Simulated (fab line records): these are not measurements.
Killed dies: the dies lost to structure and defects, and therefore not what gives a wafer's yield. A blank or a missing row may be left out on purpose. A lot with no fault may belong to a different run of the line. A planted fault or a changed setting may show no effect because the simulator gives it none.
Chamber matching + flow nand-harc + rie-diel-03 running NHARC_P_BONDPAD_STRIP_15: 4 sister chambers
The step strips in O2. 14 wafers are shown with their chamber, then 7 later ones without.

== WAFERS WITH THEIR CHAMBER ==
| wafer  | chamber | showerhead-plenum-p-Torr (Torr) | drypump-motor-current-A (A) | oes-product-au (a.u.) |
|--------|---------|---------------------------------|-----------------------------|-----------------------|
| L075.2 | 2       | 3.75                            | 5.58                        | 1.002                 |
| L075.5 | 2       | 3.75                            | 5.58                        | 1.000                 |
| L075.6 | 3       | 3.37                            | 5.68                        | 1.007                 |
| L077.2 | 1       | 3.54                            | 5.76                        | 1.000                 |
| L077.5 | 0       | 3.75                            | 5.75                        | 1.006                 |
| L077.6 | 1       | 3.54                            | 5.76                        | 1.005                 |
| L080.1 | 1       | 3.54                            | 5.79                        | 0.994                 |
| L080.2 | 3       | 3.36                            | 5.62                        | 1.006                 |
| L080.3 | 2       | 3.75                            | 5.57                        | 0.998                 |
| L081.1 | 3       | 3.36                            | 5.66                        | 1.004                 |
| L081.3 | 1       | 3.54                            | 5.77                        | 0.996                 |
| L081.6 | 2       | 3.75                            | 5.59                        | 0.992                 |
| L082.2 | 3       | 3.36                            | 5.69                        | 0.989                 |
| L082.4 | 3       | 3.36                            | 5.65                        | 0.987                 |

SIGNATURES, as means of the wafers listed above
| reading                  | chamber 0 | chamber 1 | chamber 2 | chamber 3 | scatter within a chamber |
|--------------------------|-----------|-----------|-----------|-----------|--------------------------|
| showerhead-plenum-p-Torr | 3.7500    | 3.5400    | 3.7500    | 3.3620    | 0.00283                  |
| drypump-motor-current-A  | 5.7500    | 5.7700    | 5.5800    | 5.6600    | 0.0195                   |
| oes-product-au           | 1.00600   | 0.99875   | 0.99800   | 0.99860   | 0.00713                  |
Rule: for each reading, subtract the chamber's mean from the wafer's reading, divide by that reading's scatter and square the result; add these up over the readings and take the root, which gives the wafer's distance from the chamber. The wafer belongs to the nearest chamber; if the next one is less than 2 further off, it can't be placed. The scatter is the square root of a quotient: the sum, over the shown wafers, of each reading's squared deviation from its chamber's mean, divided by wafers minus chambers.

== WAFERS WHOSE CHAMBER IS MISSING ==
| wafer  | showerhead-plenum-p-Torr (Torr) | drypump-motor-current-A (A) | oes-product-au (a.u.) |
|--------|---------------------------------|-----------------------------|-----------------------|
| L082.6 | 3.75                            | 5.58                        | 0.992                 |
| L086.2 | 3.54                            | 5.78                        | 0.995                 |
| L086.4 | 3.75                            | 5.78                        | 1.001                 |
| L086.5 | 3.36                            | 5.67                        | 0.996                 |
| L094.3 | 3.36                            | 5.66                        | 1.004                 |
| L094.4 | 3.75                            | 5.57                        | 0.990                 |
| L094.6 | 3.75                            | 5.58                        | 0.996                 |

== CHAMBER TAKEN BY EACH ==
| wafer  | from the rows above | in truth |
|--------|---------------------|----------|
| L082.6 | 2                   | 2        |
| L086.2 | 1                   | 1        |
| L086.4 | 0                   | 0        |
| L086.5 | 3                   | 3        |
| L094.3 | 3                   | 3        |
| L094.4 | 2                   | 2        |
| L094.6 | 2                   | 2        |
7 of 7 placed correctly. From these rows, 0 cannot be placed. Placed wrongly: 0.
